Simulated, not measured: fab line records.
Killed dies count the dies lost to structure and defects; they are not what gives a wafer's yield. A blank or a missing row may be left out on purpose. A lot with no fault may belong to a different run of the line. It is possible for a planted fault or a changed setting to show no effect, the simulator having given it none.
What tool caused it? + flow n5-finfet + 30 wafers from 10 lots sampled at 5 of the route's 1938 steps

WHAT THE GAUGES READ, wafer by wafer
N5_BEOL_M4_RC_MEAS_101. Usual: DIBL_N 36.2 mV/V, standard deviation 1.2; DIBL_P 36.3 mV/V, standard deviation 1.3; IOFF_N 0.155 nA/um, standard deviation 0.019; IOFF_P 0.210 nA/um, standard deviation 0.029; ION_N 677 uA/um, standard deviation 8.6; ION_P 465 uA/um, standard deviation 6.8; SS_N 71.4 mV/dec, standard deviation 0.48; SS_P 73.2 mV/dec, standard deviation 0.53; VT_N 249.9 mV, standard deviation 2.4; VT_P -250 mV, standard deviation 3.2.
| lot  | measured     | on        | DIBL_N (mV/V)  | DIBL_P (mV/V)  | IOFF_N (nA/um)    | IOFF_P (nA/um)    | ION_N (uA/um) | ION_P (uA/um) | SS_N (mV/dec)  | SS_P (mV/dec)  | VT_N (mV)         | VT_P (mV)      | flag |
|------|--------------|-----------|----------------|----------------|-------------------|-------------------|---------------|---------------|----------------|----------------|-------------------|----------------|------|
| L958 | day 7 14:26  | prober-02 | 36.5 36.3 37.5 | 36.8 36.4 37.9 | 0.157 0.153 0.178 | 0.199 0.198 0.220 | 672 673 685   | 464 459 469   | 71.7 71.1 71.9 | 72.9 73.6 72.6 | 250.5 251.6 249.3 | -252 -250 -250 |      |
| L967 | day 10 08:52 | prober-01 | 37.3 35.2 35.7 | 38.1 36.1 36.5 | 0.192 0.156 0.164 | 0.255 0.230 0.228 | 688 674 676   | 467 461 467   | 71.8 71.5 71.1 | 74.0 73.6 72.9 | 248.3 248.8 248.3 | -245 -245 -249 |      |
| L969 | day 11 13:34 | prober-01 | 35.5 37.7 35.9 | 35.8 37.8 35.3 | 0.165 0.204 0.152 | 0.222 0.267 0.218 | 687 678 678   | 467 470 469   | 71.0 71.8 71.9 | 73.1 73.8 73.3 | 245.4 246.3 252.4 | -249 -248 -250 |      |
| L970 | day 11 21:41 | prober-01 | 35.9 34.9 37.9 | 36.1 34.8 38.3 | 0.138 0.127 0.181 | 0.197 0.173 0.234 | 662 664 681   | 462 461 466   | 71.7 71.5 72.2 | 73.6 72.1 73.4 | 251.8 252.5 248.7 | -250 -252 -250 |      |
| L971 | day 12 04:12 | prober-01 | 37.0 35.7 39.4 | 35.5 34.1 38.0 | 0.158 0.138 0.196 | 0.207 0.196 0.252 | 678 683 681   | 463 472 469   | 71.4 71.5 71.9 | 73.4 72.2 73.3 | 250.1 250.8 247.5 | -250 -245 -245 |      |
| L973 | day 12 01:39 | prober-01 | 37.0 36.3 36.7 | 37.8 37.1 37.1 | 0.187 0.175 0.172 | 0.269 0.266 0.257 | 680 696 686   | 469 479 478   | 71.5 71.9 71.8 | 74.1 73.7 73.1 | 245.6 247.8 245.8 | -244 -247 -246 |      |
| L975 | day 13 04:23 | prober-02 | 38.3 38.5 37.0 | 36.4 36.8 35.2 | 0.164 0.166 0.143 | 0.178 0.186 0.159 | 679 676 678   | 460 451 459   | 70.9 71.7 71.3 | 73.2 73.6 72.5 | 250.1 251.8 249.1 | -255 -254 -256 |      |
| L977 | day 12 20:55 | prober-02 | 35.8 35.6 34.0 | 36.8 36.4 34.9 | 0.170 0.158 0.139 | 0.225 0.217 0.197 | 678 681 679   | 472 469 467   | 71.5 71.2 70.5 | 73.3 73.2 73.4 | 245.8 249.6 247.4 | -248 -248 -249 |      |
| L978 | day 13 15:44 | prober-02 | 34.4 35.5 35.8 | 35.3 36.5 36.0 | 0.122 0.139 0.135 | 0.160 0.180 0.172 | 668 681 664   | 457 462 452   | 70.6 71.3 71.3 | 72.8 73.1 72.6 | 253.7 249.6 249.5 | -255 -254 -251 |      |
| L981 | day 14 10:47 | prober-02 | 35.4 36.9 37.4 | 33.4 35.5 36.0 | 0.128 0.159 0.164 | 0.159 0.188 0.199 | 657 673 674   | 451 459 458   | 70.9 71.7 71.9 | 72.4 72.8 73.6 | 252.2 250.4 249.7 | -254 -251 -252 |      |

TOOL THAT RAN EACH LOT (tool first, then ch and the chambers of the sampled wafers, then the start)
| lot  | N5_MOL_CONTACT_COAG_CMP_52    | N5_BEOL_M0_SAQP_PECVD_96        | N5_BEOL_M0_SAQP_PECVD_97        | N5_BEOL_M0_SAQP_HM_DEP_111      |
|------|-------------------------------|---------------------------------|---------------------------------|---------------------------------|
| L958 | cmp-01 ch 1,2,3, day 5 06:41  | pecvd-01 ch 0,2, day 5 13:17    | pecvd-01 ch 0,2, day 5 13:22    | pecvd-04 ch 1,2, day 5 13:35    |
| L967 | cmp-01 ch 0,1,3, day 7 10:24  | pecvd-01 ch 0,2, day 7 15:25    | pecvd-01 ch 0,2, day 7 15:27    | pecvd-03 ch 1,2, day 7 15:37    |
| L969 | cmp-02 ch 0,1,2, day 7 21:00  | pecvd-01 ch 0,1,2, day 8 03:34  | pecvd-01 ch 0,1,2, day 8 03:37  | pecvd-03 ch 0,1,2, day 8 03:47  |
| L970 | cmp-01 ch 2,3, day 8 15:27    | pecvd-03 ch 0,1,2, day 8 19:47  | pecvd-03 ch 0,1,2, day 8 19:50  | pecvd-03 ch 0,1,2, day 8 20:01  |
| L971 | cmp-03 ch 0,2, day 8 16:12    | pecvd-04 ch 1,2, day 8 23:42    | pecvd-04 ch 1,2, day 8 23:44    | pecvd-01 ch 0,1,2, day 8 23:55  |
| L973 | cmp-02 ch 0,2,3, day 8 23:31  | pecvd-03 ch 0,1,2, day 9 04:38  | pecvd-03 ch 0,1,2, day 9 04:41  | pecvd-04 ch 0,1, day 9 04:51    |
| L975 | cmp-02 ch 1,2,3, day 9 09:50  | pecvd-03 ch 0,1,2, day 9 14:53  | pecvd-03 ch 0,1,2, day 9 14:55  | pecvd-01 ch 0,1,2, day 9 15:05  |
| L977 | cmp-02 ch 0,2,3, day 10 02:16 | pecvd-04 ch 0,2, day 10 06:35   | pecvd-04 ch 0,2, day 10 06:38   | pecvd-04 ch 0,1, day 10 06:48   |
| L978 | cmp-01 ch 0,1,3, day 10 06:52 | pecvd-03 ch 0,1,2, day 10 11:58 | pecvd-03 ch 0,1,2, day 10 12:01 | pecvd-01 ch 0,1,2, day 10 12:11 |
| L981 | cmp-01 ch 0,1,2, day 11 02:09 | pecvd-03 ch 0,1,2, day 11 08:23 | pecvd-03 ch 0,1,2, day 11 08:26 | pecvd-01 ch 0,1,2, day 11 08:37 |
- N5_MOL_CONTACT_COAG_CMP_52: polishes, stops on SiO2, t overpolish 1.5 s, target thk 66.5 nm.
- N5_BEOL_M0_SAQP_PECVD_96: deposits a-Si from SiH4/He, target thk 45 nm, time 45.2 s.
- N5_BEOL_M0_SAQP_PECVD_97: deposits SiNx from SiH4/NH3/N2, target thk 23 nm, time 19.9 s.
- N5_BEOL_M0_SAQP_HM_DEP_111: deposits SiO2 from SiH4/N2O, target thk 12 nm, time 7.2 s.

AS READ BY THE TOOLS THEMSELVES (means over the sampled wafers that have a number; for cases with no such wafer, the mark the record gives instead)
N5_MOL_CONTACT_COAG_CMP_52. Usual: motor-current-A 11.9 A, standard deviation 1.2; overpolish-run-s 1.501 s, standard deviation 0.0096; time-to-endpoint-s 13.7 s, standard deviation 2.5.
| lot  | tool   | motor-current-A (A) | overpolish-run-s (s) | time-to-endpoint-s (s) | flag |
|------|--------|---------------------|----------------------|------------------------|------|
| L958 | cmp-01 | 12.1                | 1.511                | 11.7                   |      |
| L967 | cmp-01 | 11.9                | 1.500                | 13.5                   |      |
| L969 | cmp-02 | 11.4                | 1.495                | 15.0                   |      |
| L970 | cmp-01 | 10.8                | 1.498                | 11.6                   |      |
| L971 | cmp-03 | 11.6                | 1.507                | 16.7                   |      |
| L973 | cmp-02 | 10.7                | 1.504                | 10.1                   |      |
| L975 | cmp-02 | 11.4                | 1.505                | 11.3                   |      |
| L977 | cmp-02 | 10.5                | 1.512                | 15.2                   |      |
| L978 | cmp-01 | 12.4                | 1.502                | 15.4                   |      |
| L981 | cmp-01 | 12.8                | 1.499                | 10.5                   |      |

N5_BEOL_M0_SAQP_PECVD_96. Usual: heater-power-w 631 W, standard deviation 94; run-length-s 81.3 s, standard deviation 0.55; showerhead-plenum-p-Torr 5.67 Torr, standard deviation 0.031; throttle-valve-pct 18.4 %, standard deviation 0.93.
| lot  | tool     | heater-power-w (W) | run-length-s (s) | showerhead-plenum-p-Torr (Torr) | throttle-valve-pct (%) | flag |
|------|----------|--------------------|------------------|---------------------------------|------------------------|------|
| L958 | pecvd-01 | 585                | 81.1             | 5.62                            | 17.3                   |      |
| L967 | pecvd-01 | 562                | 80.1             | 5.64                            | 17.6                   |      |
| L969 | pecvd-01 | 533                | 80.1             | 5.64                            | 18.0                   |      |
| L970 | pecvd-03 | 660                | 80.9             | 5.66                            | 18.9                   |      |
| L971 | pecvd-04 | 602                | 81.0             | 5.68                            | 18.5                   |      |
| L973 | pecvd-03 | 678                | 81.5             | 5.66                            | 18.9                   |      |
| L975 | pecvd-03 | 620                | 81.3             | 5.66                            | 18.8                   |      |
| L977 | pecvd-04 | 697                | 82.0             | 5.69                            | 18.2                   |      |
| L978 | pecvd-03 | 662                | 80.8             | 5.67                            | 19.0                   |      |
| L981 | pecvd-03 | 643                | 81.1             | 5.67                            | 18.8                   |      |

N5_BEOL_M0_SAQP_PECVD_97. Usual: heater-power-w 552 W, standard deviation 85; showerhead-plenum-p-Torr 5.14 Torr, standard deviation 0.04; throttle-valve-pct 40.5 %, standard deviation 2.
| lot  | tool     | heater-power-w (W) | showerhead-plenum-p-Torr (Torr) | throttle-valve-pct (%) | flag |
|------|----------|--------------------|---------------------------------|------------------------|------|
| L958 | pecvd-01 | 477                | 5.09                            | 38.1                   |      |
| L967 | pecvd-01 | 472                | 5.11                            | 38.9                   |      |
| L969 | pecvd-01 | 467                | 5.11                            | 39.3                   |      |
| L970 | pecvd-03 | 587                | 5.13                            | 41.4                   |      |
| L971 | pecvd-04 | 502                | 5.17                            | 40.5                   |      |
| L973 | pecvd-03 | 603                | 5.13                            | 41.6                   |      |
| L975 | pecvd-03 | 611                | 5.13                            | 41.6                   |      |
| L977 | pecvd-04 | 598                | 5.18                            | 39.8                   |      |
| L978 | pecvd-03 | 593                | 5.13                            | 41.6                   |      |
| L981 | pecvd-03 | 593                | 5.13                            | 41.4                   |      |

N5_BEOL_M0_SAQP_HM_DEP_111. Usual: heater-power-w 761 W, standard deviation 120; showerhead-plenum-p-Torr 8.13 Torr, standard deviation 0.081.
| lot  | tool     | heater-power-w (W) | showerhead-plenum-p-Torr (Torr) | flag |
|------|----------|--------------------|---------------------------------|------|
| L958 | pecvd-04 | 679                | 8.22                            |      |
| L967 | pecvd-03 | 934                | 8.17                            |      |
| L969 | pecvd-03 | 781                | 8.12                            |      |
| L970 | pecvd-03 | 833                | 8.12                            |      |
| L971 | pecvd-01 | 638                | 8.08                            |      |
| L973 | pecvd-04 | 797                | 8.26                            |      |
| L975 | pecvd-01 | 720                | 8.08                            |      |
| L977 | pecvd-04 | 851                | 8.27                            |      |
| L978 | pecvd-01 | 691                | 8.07                            |      |
| L981 | pecvd-01 | 653                | 8.08                            |      |

THE ANSWER, worked out from the rows above alone
Rule: lot off if the mean of its wafers having a number is beyond 3 standard deviations from the usual mean. A lot without any number at a reading at which 4 lots or more have one is off too. All remaining lots with rows at the step are treated as sound. First the gauges in route order, then the tools' own readings, where a lot's mean is used as printed above. The first step at which some lot is off is used, and at that step the reading that is off furthest; a lot without a number counts as furthest.
No lot is off at any reading shown: from this, nothing can be told.

WHAT WAS PUT IN BY THE SIMULATOR
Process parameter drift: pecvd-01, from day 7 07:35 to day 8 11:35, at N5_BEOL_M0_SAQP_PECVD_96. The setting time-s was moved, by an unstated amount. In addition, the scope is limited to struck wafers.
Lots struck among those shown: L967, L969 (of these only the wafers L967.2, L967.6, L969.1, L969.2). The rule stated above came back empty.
